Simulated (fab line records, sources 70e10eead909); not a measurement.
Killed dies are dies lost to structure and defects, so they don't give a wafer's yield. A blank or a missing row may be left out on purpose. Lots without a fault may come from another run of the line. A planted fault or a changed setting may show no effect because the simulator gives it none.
Which tool did it? | flow nand_harc | 24 lots, 72 wafers sampled, at 6 steps of a route of 1302

WHAT THE GAUGES READ, wafer by wafer
NHARC_P_BONDPAD_OVL_MEAS_38. Usual: overlay_x_nm 0 nm, standard deviation 6.3; overlay_y_nm -1 nm, standard deviation 6.9.
lot  | measured     | on         | overlay_x_nm (nm) | overlay_y_nm (nm) | flag
L075 | day 7 03:28  | overlay-01 | -12 -12 -11       | -5 -5 -5          |
L074 | day 7 04:13  | overlay-01 | 7 7 7             | -3 -3 -3          |
L076 | day 7 15:50  | overlay-01 | -7 -7 -7          | 0 -1 0            |
L077 | day 8 08:37  | overlay-01 | -6 -6 -7          | 11 12 12          |
L078 | day 8 13:34  | overlay-02 | 8 9 8             | 2 1 2             |
L079 | day 8 19:25  | overlay-01 | 7 7 7             | 5 5 6             |
L080 | day 9 03:34  | overlay-02 | -8 -8 -8          | -13 -14 -13       |
L081 | day 9 10:12  | overlay-02 | -6 -5 -6          | 7 6 6             |
L082 | day 9 20:59  | overlay-02 | 14 14 14          | -3 -3 -3          |
L083 | day 10 09:41 | overlay-02 | -5 -5 -5          | -1 -2 -2          |
L084 | day 10 21:05 | overlay-01 | -3 -3 -3          | 5 5 6             |
L085 | day 11 04:24 | overlay-02 | 4 3 3             | 3 4 4             |
L086 | day 11 10:55 | overlay-02 | -1 -1 -1          | -8 -8 -8          |
L087 | day 12 14:44 | overlay-02 | -8 -8 -7          | -1 -1 -2          |
L089 | day 12 15:43 | overlay-02 | 0 0 0             | 5 6 6             |
L088 | day 12 17:24 | overlay-01 | 4 4 4             | 1 0 0             |
L090 | day 13 10:29 | overlay-02 | -6 -7 -6          | 6 5 5             |
L091 | day 13 15:02 | overlay-02 | 3 3 2             | -11 -10 -11       |
L092 | day 14 00:55 | overlay-02 | 2 2 2             | -12 -12 -12       |
L093 | day 14 09:43 | overlay-02 | -2 -3 -2          | 6 6 5             |
L094 | day 15 04:35 | overlay-01 | -5 -4 -4          | -4 -4 -3          |
L095 | day 15 09:22 | overlay-01 | 8 7 8             | -1 -1 -1          |
L096 | day 15 14:07 | overlay-01 | 4 3 3             | -16 -15 -15       |
L097 | day 16 04:46 | overlay-02 | 1 2 1             | 3 3 3             |

NHARC_A_ONON_D1_THK_MEAS_05: measures by ellipsometry. Usual: thk_nm 1000 nm, standard deviation 9.5.
lot  | measured     | on            | thk_nm (nm)    | flag
L075 | day 8 10:39  | film_metro-02 | 1008 1006 1008 |
L074 | day 8 10:40  | film_metro-01 | 983 984 982    |
L076 | day 9 01:14  | film_metro-02 | 997 1000 997   |
L077 | day 9 11:44  | film_metro-02 | 1007 1008 1008 |
L078 | day 9 16:33  | film_metro-01 | 1001 999 998   |
L079 | day 9 22:17  | film_metro-02 | 1002 1001 1001 |
L080 | day 10 06:34 | film_metro-01 | 996 995 996    |
L081 | day 10 16:04 | film_metro-01 | 991 992 991    |
L082 | day 11 03:08 | film_metro-01 | 1018 1021 1020 |
L083 | day 11 12:52 | film_metro-02 | 1009 1011 1008 |
L084 | day 11 23:59 | film_metro-01 | 997 1000 1000  |
L085 | day 12 08:15 | film_metro-01 | 994 994 994    |
L086 | day 12 16:23 | film_metro-02 | 999 999 999    |
L087 | day 13 18:04 | film_metro-02 | 982 982 981    |
L089 | day 13 17:57 | film_metro-01 | 998 997 1000   |
L088 | day 13 17:57 | film_metro-02 | 1011 1011 1013 |
L090 | day 14 13:34 | film_metro-01 | 997 1000 997   |
L091 | day 14 20:46 | film_metro-01 | 996 996 995    |
L092 | day 15 05:31 | film_metro-02 | 1020 1021 1020 |
L093 | day 15 12:20 | film_metro-02 | 999 999 1000   |
L094 | day 16 07:38 | film_metro-01 | 989 989 989    |
L095 | day 16 11:49 | film_metro-02 | 1002 1003 1002 |
L096 | day 16 17:23 | film_metro-01 | 996 998 998    |
L097 | day 17 12:06 | film_metro-01 | 991 991 991    |

NHARC_A_ONON_D2_THK_MEAS_30: measures by ellipsometry. Usual: thk_nm 1001 nm, standard deviation 11.
lot  | measured     | on            | thk_nm (nm)    | flag
L075 | day 13 11:17 | film_metro-01 | 979 979 979    |
L074 | day 13 11:19 | film_metro-01 | 1005 1006 1005 |
L076 | day 14 07:14 | film_metro-02 | 1018 1020 1019 |
L077 | day 14 15:25 | film_metro-02 | 992 992 993    |
L078 | day 14 15:37 | film_metro-01 | 1005 1005 1006 |
L079 | day 14 15:25 | film_metro-01 | 1014 1013 1013 |
L080 | day 15 08:22 | film_metro-01 | 1008 1008 1007 |
L081 | day 15 19:45 | film_metro-01 | 999 1000 1001  |
L082 | day 16 08:33 | film_metro-02 | 1005 1005 1006 |
L083 | day 17 00:03 | film_metro-01 | 1008 1006 1006 |
L084 | day 17 08:47 | film_metro-02 | 999 1002 1001  |
L085 | day 17 08:47 | film_metro-01 | 990 988 989    |
L086 | day 18 12:47 | film_metro-01 | 1012 1012 1012 |
L087 | day 18 21:36 | film_metro-02 | 995 993 993    |
L089 | day 18 21:34 | film_metro-01 | 1005 1005 1005 |
L088 | day 18 21:35 | film_metro-01 | 995 997 1000   |
L090 | day 19 19:15 | film_metro-02 | 1006 1006 1005 |
L091 | day 20 01:11 | film_metro-02 | 979 978 980    |
L092 | day 20 01:02 | film_metro-01 | 1010 1008 1009 |
L093 | day 20 11:02 | film_metro-02 | 1011 1011 1012 |
L094 | day 21 12:59 | film_metro-01 | 981 978 979    |
L095 | day 21 12:59 | film_metro-02 | 997 995 995    |
L096 | day 21 19:07 | film_metro-02 | 1009 1008 1008 |
L097 | day 22 14:08 | film_metro-02 | 1002 1000 1002 |

WHICH TOOL RAN EACH LOT (tool, then ch and the chambers of the sampled wafers, then the start)
lot  | NHARC_P_M2_PRE_CLEAN_30                 | NHARC_P_BONDPAD_ETCH_24                       | NHARC_A_DECK1_JOINT_CMP_02
L075 | pvd_sputter-03, day 7 03:28 or earlier  | rie_diel-11 ch 2,3, day 7 04:09               | cmp-04 ch 1,2,3, day 12 21:26
L074 | pvd_sputter-01, day 7 04:13 or earlier  | rie_diel-01 ch 0,3, day 8 10:40 or earlier    | cmp-02 ch 2,3, day 12 21:26
L076 | pvd_sputter-01, day 7 15:50 or earlier  | rie_diel-13 ch 1,2,3, day 9 01:14 or earlier  | cmp-01 ch 1,2,3, day 13 13:37
L077 | pvd_sputter-02, day 8 08:37 or earlier  | rie_diel-11 ch 0,1,3, day 9 11:44 or earlier  | cmp-02 ch 0,2, day 14 01:44
L078 | pvd_sputter-02, day 8 13:34 or earlier  | rie_diel-13 ch 0,2,3, day 9 16:33 or earlier  | cmp-04 ch 0,3, day 14 01:42
L079 | pvd_sputter-01, day 8 19:25 or earlier  | rie_diel-01 ch 0,3, day 9 22:17 or earlier    | cmp-01 ch 1,2,3, day 14 01:42
L080 | pvd_sputter-02, day 9 03:34 or earlier  | rie_diel-11 ch 0,2,3, day 10 06:34 or earlier | cmp-01 ch 0,1,2, day 14 17:44
L081 | pvd_sputter-03, day 9 10:12 or earlier  | rie_diel-11 ch 2,3, day 9 10:54               | cmp-04 ch 0,1,2, day 15 03:28
L082 | pvd_sputter-03, day 9 20:59 or earlier  | rie_diel-13 ch 0,1,3, day 11 03:08 or earlier | cmp-04 ch 0,1,2, day 15 19:22
L083 | pvd_sputter-02, day 10 09:41 or earlier | rie_diel-13 ch 0,2,3, day 11 12:52 or earlier | cmp-04 ch 1,2, day 16 07:18
L084 | pvd_sputter-02, day 10 21:05 or earlier | rie_diel-01 ch 0,1,2, day 11 23:59 or earlier | cmp-02 ch 0,1,3, day 16 16:29
L085 | pvd_sputter-02, day 11 04:24 or earlier | rie_diel-11 ch 0,1, day 12 08:15 or earlier   | cmp-04 ch 2,3, day 16 19:40
L086 | pvd_sputter-01, day 11 10:55 or earlier | rie_diel-11 ch 0,1,2, day 12 16:23 or earlier | cmp-04 ch 1,2,3, day 17 20:26
L087 | pvd_sputter-01, day 12 14:44 or earlier | rie_diel-01 ch 1,2,3, day 13 18:04 or earlier | cmp-01 ch 1,2,3, day 18 07:28
L089 | pvd_sputter-03, day 12 15:43 or earlier | rie_diel-13 ch 1,2,3, day 13 17:57 or earlier | cmp-04 ch 0,1,2, day 18 07:29
L088 | pvd_sputter-01, day 12 17:24 or earlier | rie_diel-13 ch 1,2,3, day 13 17:57 or earlier | cmp-02 ch 0,1,2, day 18 07:34
L090 | pvd_sputter-01, day 13 10:29 or earlier | rie_diel-11 ch 2,3, day 14 13:34 or earlier   | cmp-04 ch 1,2,3, day 19 06:01
L091 | pvd_sputter-02, day 13 15:02 or earlier | rie_diel-11 ch 1,2,3, day 14 20:46 or earlier | cmp-02 ch 0,2, day 19 11:34
L092 | pvd_sputter-01, day 14 00:55 or earlier | rie_diel-01 ch 0,1,3, day 15 05:31 or earlier | cmp-04 ch 0,1, day 19 11:35
L093 | pvd_sputter-02, day 14 09:43 or earlier | rie_diel-11 ch 1,2,3, day 15 12:20 or earlier | cmp-04 ch 1,2, day 19 21:31
L094 | pvd_sputter-02, day 15 04:35 or earlier | rie_diel-01 ch 0,1,3, day 16 07:38 or earlier | cmp-02 ch 0,1, day 20 21:32
L095 | pvd_sputter-01, day 15 09:22 or earlier | rie_diel-11 ch 1,2,3, day 16 11:49 or earlier | cmp-04 ch 0,2, day 20 23:23
L096 | pvd_sputter-03, day 15 14:07 or earlier | rie_diel-01 ch 0,1,2, day 16 17:23 or earlier | cmp-04 ch 1,2,3, day 21 05:35
L097 | pvd_sputter-02, day 16 04:46 or earlier | rie_diel-11 ch 0,1,3, day 17 12:06 or earlier | cmp-02 ch 0,3, day 21 21:23
- NHARC_P_M2_PRE_CLEAN_30: time 30 s.
- NHARC_P_BONDPAD_ETCH_24: etches the open film in CF4/N2, target depth 30 nm, time 72.99 s.
- NHARC_A_DECK1_JOINT_CMP_02: polishes SiOx.

WHAT THE TOOLS THEMSELVES READ (means of the sampled wafers that have a number; where no wafer has one, the mark that the record gives instead)
NHARC_P_M2_PRE_CLEAN_30. Usual: heater_power_w 411 W, standard deviation 52.
lot  | tool           | heater_power_w (W) | flag
L075 | pvd_sputter-03 | 408                |
L074 | pvd_sputter-01 | 413                |
L076 | pvd_sputter-01 | 416                |
L077 | pvd_sputter-02 | 363                |
L078 | pvd_sputter-02 | 422                |
L079 | pvd_sputter-01 | 393                |
L080 | pvd_sputter-02 | 416                |
L081 | pvd_sputter-03 | 410                |
L082 | pvd_sputter-03 | 465                |
L083 | pvd_sputter-02 | 389                |
L084 | pvd_sputter-02 | 395                |
L085 | pvd_sputter-02 | 366                |
L086 | pvd_sputter-01 | 412                |
L087 | pvd_sputter-01 | 415                |
L089 | pvd_sputter-03 | 468                |
L088 | pvd_sputter-01 | 423                |
L090 | pvd_sputter-01 | 402                |
L091 | pvd_sputter-02 | 434                |
L092 | pvd_sputter-01 | 406                |
L093 | pvd_sputter-02 | 460                |
L094 | pvd_sputter-02 | 424                |
L095 | pvd_sputter-01 | 409                |
L096 | pvd_sputter-03 | 408                |
L097 | pvd_sputter-02 | 372                |

NHARC_P_BONDPAD_ETCH_24. Usual: bias_w 100.02 W, standard deviation 0.27; drypump_motor_current_A 6.0 A, standard deviation 0.42; n2_flow_sccm 100.0 sccm, standard deviation 0.33; oes_product_au 1.000 a.u., standard deviation 0.012; rf_fwd_power_W 297.5 W, standard deviation 1.1; rf_vpp_V 313.9 V, standard deviation 1.9; showerhead_plenum_p_Torr 2.61 Torr, standard deviation 0.099; throttle_valve_pct 19.794 %, standard deviation 0.0088.
lot  | tool        | bias_w (W) | drypump_motor_current_A (A) | n2_flow_sccm (sccm) | oes_product_au (a.u.) | rf_fwd_power_W (W) | rf_vpp_V (V) | showerhead_plenum_p_Torr (Torr) | throttle_valve_pct (%) | flag
L075 | rie_diel-11 | 100.08     | 6.1                         | 99.6                | 1.010                 | 299.3              | 312.9        | 2.54                            | 19.787                 |
L074 | rie_diel-01 | 99.85      | 6.2                         | 100.4               | 0.989                 | 296.1              | 314.8        | 2.68                            | 19.796                 |
L076 | rie_diel-13 | 100.13     | 6.1                         | 100.3               | 1.007                 | 297.7              | 314.0        | 2.63                            | 19.795                 |
L077 | rie_diel-11 | 100.04     | 6.2                         | 99.8                | 1.003                 | 297.5              | 314.0        | 2.60                            | 19.792                 |
L078 | rie_diel-13 | 100.10     | 6.1                         | 100.0               | 1.005                 | 297.1              | 315.1        | 2.68                            | 19.796                 |
L079 | rie_diel-01 | 100.08     | 5.7                         | 100.2               | 0.994                 | 295.9              | 316.3        | 2.74                            | 19.797                 |
L080 | rie_diel-11 | 100.06     | 5.9                         | 99.8                | 1.015                 | 297.6              | 313.5        | 2.57                            | 19.785                 |
L081 | rie_diel-11 | 100.18     | 5.9                         | 100.2               | 1.010                 | 298.0              | 313.2        | 2.56                            | 19.798                 |
L082 | rie_diel-13 | 99.85      | 6.0                         | 99.9                | 0.982                 | 298.0              | 316.0        | 2.67                            | 19.792                 |
L083 | rie_diel-13 | 100.13     | 6.1                         | 100.1               | 0.999                 | 297.1              | 314.5        | 2.68                            | 19.798                 |
L084 | rie_diel-01 | 99.89      | 6.0                         | 99.9                | 0.992                 | 296.5              | 312.1        | 2.52                            | 19.797                 |
L085 | rie_diel-11 | 100.11     | 6.0                         | 99.7                | 0.997                 | 297.7              | 313.4        | 2.62                            | 19.796                 |
L086 | rie_diel-11 | 99.88      | 6.0                         | 100.1               | 1.006                 | 297.9              | 313.3        | 2.62                            | 19.809                 |
L087 | rie_diel-01 | 99.85      | 5.6                         | 100.0               | 1.002                 | 297.1              | 313.0        | 2.59                            | 19.800                 |
L089 | rie_diel-13 | 99.97      | 6.1                         | 100.1               | 0.997                 | 296.7              | 313.9        | 2.63                            | 19.792                 |
L088 | rie_diel-13 | 99.90      | 6.1                         | 100.1               | 0.991                 | 298.6              | 314.0        | 2.63                            | 19.798                 |
L090 | rie_diel-11 | 100.29     | 5.9                         | 100.2               | 1.007                 | 298.3              | 313.7        | 2.56                            | 19.796                 |
L091 | rie_diel-11 | 99.82      | 6.2                         | 100.2               | 1.004                 | 298.3              | 312.6        | 2.59                            | 19.786                 |
L092 | rie_diel-01 | 100.29     | 5.8                         | 100.1               | 1.002                 | 297.0              | 314.1        | 2.64                            | 19.789                 |
L093 | rie_diel-11 | 99.74      | 6.2                         | 100.0               | 1.002                 | 297.7              | 312.6        | 2.59                            | 19.796                 |
L094 | rie_diel-01 | 100.01     | 5.8                         | 99.9                | 0.997                 | 296.8              | 313.9        | 2.64                            | 19.799                 |
L095 | rie_diel-11 | 100.10     | 6.2                         | 100.0               | 1.003                 | 297.5              | 313.6        | 2.59                            | 19.795                 |
L096 | rie_diel-01 | 100.18     | 6.0                         | 99.9                | 0.996                 | 297.4              | 312.3        | 2.52                            | 19.791                 |
L097 | rie_diel-11 | 100.12     | 6.2                         | 99.9                | 1.002                 | 297.0              | 313.0        | 2.59                            | 19.798                 |

NHARC_A_DECK1_JOINT_CMP_02. Usual: motor_current_A 11.4 A, standard deviation 0.85.
lot  | tool   | motor_current_A (A) | flag
L075 | cmp-04 | 10.9                |
L074 | cmp-02 | 11.9                |
L076 | cmp-01 | 11.6                |
L077 | cmp-02 | 11.7                |
L078 | cmp-04 | 11.8                |
L079 | cmp-01 | 11.2                |
L080 | cmp-01 | 12.7                |
L081 | cmp-04 | 11.5                |
L082 | cmp-04 | 11.3                |
L083 | cmp-04 | 10.7                |
L084 | cmp-02 | 11.2                |
L085 | cmp-04 | 10.8                |
L086 | cmp-04 | 10.8                |
L087 | cmp-01 | 11.7                |
L089 | cmp-04 | 11.5                |
L088 | cmp-02 | 11.3                |
L090 | cmp-04 | 10.9                |
L091 | cmp-02 | 11.4                |
L092 | cmp-04 | 12.5                |
L093 | cmp-04 | 11.2                |
L094 | cmp-02 | 11.2                |
L095 | cmp-04 | 11.0                |
L096 | cmp-04 | 11.1                |
L097 | cmp-02 | 10.8                |

THE ANSWER, worked out from the rows above alone
Rule: a lot is off if the mean of its wafers that have a number lies more than 3 standard deviations from the usual mean. A lot without any number at a reading at which 4 lots or more have one is off too. The other lots that the step has rows for count as sound. The gauges are gone through in route order, then the tools' own readings, and for those a lot's mean is taken as printed above. The first step at which some lot is off is used, and at that step the reading that is off furthest; a lot without a number counts as furthest.
No lot is off at any reading shown: from this, nothing can be told.

WHAT THE SIMULATOR HAD PUT IN
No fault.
